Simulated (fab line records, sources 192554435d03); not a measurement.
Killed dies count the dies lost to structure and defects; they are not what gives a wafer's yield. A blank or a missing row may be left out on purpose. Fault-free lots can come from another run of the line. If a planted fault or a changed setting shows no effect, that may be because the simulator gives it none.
Chamber matching | flow n5Finfet | pecvd-03 running N5_FIN_SAQP_HM_DEP_72: 3 sister chambers
The step deposits SiO2 from SiH4/N2O, target thk 12 nm, time 7.2 s. 6 wafers are shown with their chamber, then 10 later ones without.

## WAFERS, EACH WITH ITS CHAMBER
wafer  | chamber | showerheadPlenumPTorr (Torr) | heaterPowerW (W)
L088.2 | 0       | 8.25                         | 732
L089.1 | 2       | 8.29                         | 669
L089.5 | 1       | 8.29                         | 832
L089.6 | 2       | 8.29                         | 677
L090.3 | 1       | 8.31                         | 830
L090.5 | 0       | 8.21                         | 654

## WAFERS MISSING THEIR CHAMBER
wafer  | showerheadPlenumPTorr (Torr) | heaterPowerW (W)
L090.6 | 8.31                         | 672
L091.1 | 8.29                         | 657
L091.4 | 8.30                         | 671
L091.5 | 8.27                         | 848
L094.1 | 8.31                         | 597
L094.4 | 8.30                         | 609
L094.5 | 8.28                         | 807
L096.1 | 8.27                         | 770
L096.5 | 8.28                         | 626
L096.6 | 8.24                         | 767

## CHAMBER TAKEN BY EACH
wafer  | from the rows above          | in truth
L090.6 | 2                            | 2
L091.1 | 2                            | 2
L091.4 | 2                            | 2
L091.5 | 1                            | 1
L094.1 | 2                            | 2
L094.4 | 2                            | 2
L094.5 | 1                            | 1
L096.1 | can't be placed: 1 or 2 or 0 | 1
L096.5 | can't be placed: 2 or 0      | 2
L096.6 | can't be placed: 0 or 1 or 2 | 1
Placed correctly: 7 of 10. Not placeable from these rows: 3 (in 3, the candidates include the true chamber). Number placed wrongly: 0.
How it was worked out, from the rows above alone: a wafer's distance from a chamber is the root of the sum, over the readings, of the square of ((its reading less the chamber's mean) divided by the reading's scatter). If the next closest chamber is less than 2 further off than the closest, the wafer can't be placed; otherwise it belongs to the closest. The mean given for a chamber averages the wafers shown for that chamber. The scatter is the square root of a quotient: the sum, over the shown wafers, of each reading's squared deviation from its chamber's mean, divided by wafers minus chambers.
